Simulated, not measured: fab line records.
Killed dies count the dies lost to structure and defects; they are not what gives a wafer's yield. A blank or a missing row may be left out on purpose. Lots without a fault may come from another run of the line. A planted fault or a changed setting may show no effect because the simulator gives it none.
Matching of chambers / flow n5Finfet / rieDiel-06 running N5_BEOL_M2_STRIP_19: 4 sister chambers
The step strips in O2. 4 wafers are shown with their chamber, then 11 later ones without.

## WAFERS, EACH WITH ITS CHAMBER
wafer=L081.1; chamber=2; showerheadPlenumPTorr (Torr)=2.07
wafer=L081.3; chamber=3; showerheadPlenumPTorr (Torr)=2.06
wafer=L081.5; chamber=0; showerheadPlenumPTorr (Torr)=2.03
wafer=L086.4; chamber=1; showerheadPlenumPTorr (Torr)=2.22

## WAFERS WITHOUT THEIR CHAMBER
wafer=L086.5; showerheadPlenumPTorr (Torr)=2.02
wafer=L086.6; showerheadPlenumPTorr (Torr)=2.22
wafer=L089.1; showerheadPlenumPTorr (Torr)=2.22
wafer=L089.2; showerheadPlenumPTorr (Torr)=2.02
wafer=L089.3; showerheadPlenumPTorr (Torr)=2.06
wafer=L089.4; showerheadPlenumPTorr (Torr)=2.05
wafer=L089.5; showerheadPlenumPTorr (Torr)=2.05
wafer=L089.6; showerheadPlenumPTorr (Torr)=2.02
wafer=L094.1; showerheadPlenumPTorr (Torr)=2.02
wafer=L094.2; showerheadPlenumPTorr (Torr)=2.05
wafer=L094.6; showerheadPlenumPTorr (Torr)=2.06

## CHAMBER TAKEN BY EACH
wafer=L086.5; from the rows above=0; in truth=0
wafer=L086.6; from the rows above=1; in truth=1
wafer=L089.1; from the rows above=1; in truth=1
wafer=L089.2; from the rows above=0; in truth=0
wafer=L089.3; from the rows above=can't be placed: 3 or 2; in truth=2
wafer=L089.4; from the rows above=can't be placed: 3 or 0 or 2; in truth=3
wafer=L089.5; from the rows above=can't be placed: 3 or 0 or 2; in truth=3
wafer=L089.6; from the rows above=0; in truth=0
wafer=L094.1; from the rows above=0; in truth=0
wafer=L094.2; from the rows above=can't be placed: 3 or 0 or 2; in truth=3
wafer=L094.6; from the rows above=can't be placed: 3 or 2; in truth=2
Correctly placed: 6 of 11. Can't be placed from these rows: 5 (the true chamber is among the candidates in 5). Wrongly placed: 0.
How it was worked out, from the rows above alone: a wafer's distance from a chamber is the root of the sum, over the readings, of the square of ((its reading less the chamber's mean) divided by the reading's scatter). The wafer belongs to the nearest chamber; if the next one is less than 2 further off, it can't be placed. The mean given for a chamber averages the wafers shown for that chamber. The scatter: with one shown wafer a chamber, the root of the mean of the squares of how far each hidden wafer lies from its nearest shown one.
